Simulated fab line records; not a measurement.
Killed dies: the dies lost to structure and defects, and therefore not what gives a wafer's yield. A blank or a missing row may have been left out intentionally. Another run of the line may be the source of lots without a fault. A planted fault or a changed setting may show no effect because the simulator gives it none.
Chamber matching ; flow n5_finfet ; rie_diel-02 running N5_WELL_APT_DESCUM_30: 4 sister chambers
The step chemistry O2, time 7.9 s. 8 wafers are shown with their chamber, then 9 later ones without.

## EACH WAFER AND ITS CHAMBER
wafer;chamber;showerhead_plenum_p_Torr (Torr);throttle_valve_pct (%)
L077.4;1;2.13;20.46
L079.2;1;2.12;20.47
L085.6;3;2.20;20.93
L086.1;2;2.00;20.87
L086.5;0;2.01;20.24
L089.1;3;2.20;20.94
L089.4;2;2.00;20.88
L089.6;0;2.01;20.23

## WAFERS WITHOUT THEIR CHAMBER
wafer;showerhead_plenum_p_Torr (Torr);throttle_valve_pct (%)
L091.2;2.00;20.89
L091.5;2.11;20.51
L091.6;2.00;20.90
L092.3;2.00;20.90
L092.5;2.00;20.90
L092.6;2.11;20.50
L093.2;1.99;20.91
L093.3;2.01;20.25
L093.4;2.19;20.96

## EACH ONE'S CHAMBER
wafer;from the rows above;in truth
L091.2;2;2
L091.5;1;1
L091.6;2;2
L092.3;2;2
L092.5;2;2
L092.6;1;1
L093.2;2;2
L093.3;0;0
L093.4;3;3
Correct placement for 9 of the 9. Left unplaced by these rows: 0. Number placed wrongly: 0.
How it was worked out, from the rows above alone: a wafer's distance from a chamber is the root of the sum, over the readings, of the square of ((its reading less the chamber's mean) divided by the reading's scatter). If the next closest chamber is less than 2 further off than the closest, the wafer can't be placed; otherwise it belongs to the closest. The mean given for a chamber averages the wafers shown for that chamber. The scatter: take each reading less its chamber's mean, square it, sum over the shown wafers, divide by the number of wafers less the number of chambers, and take the root.
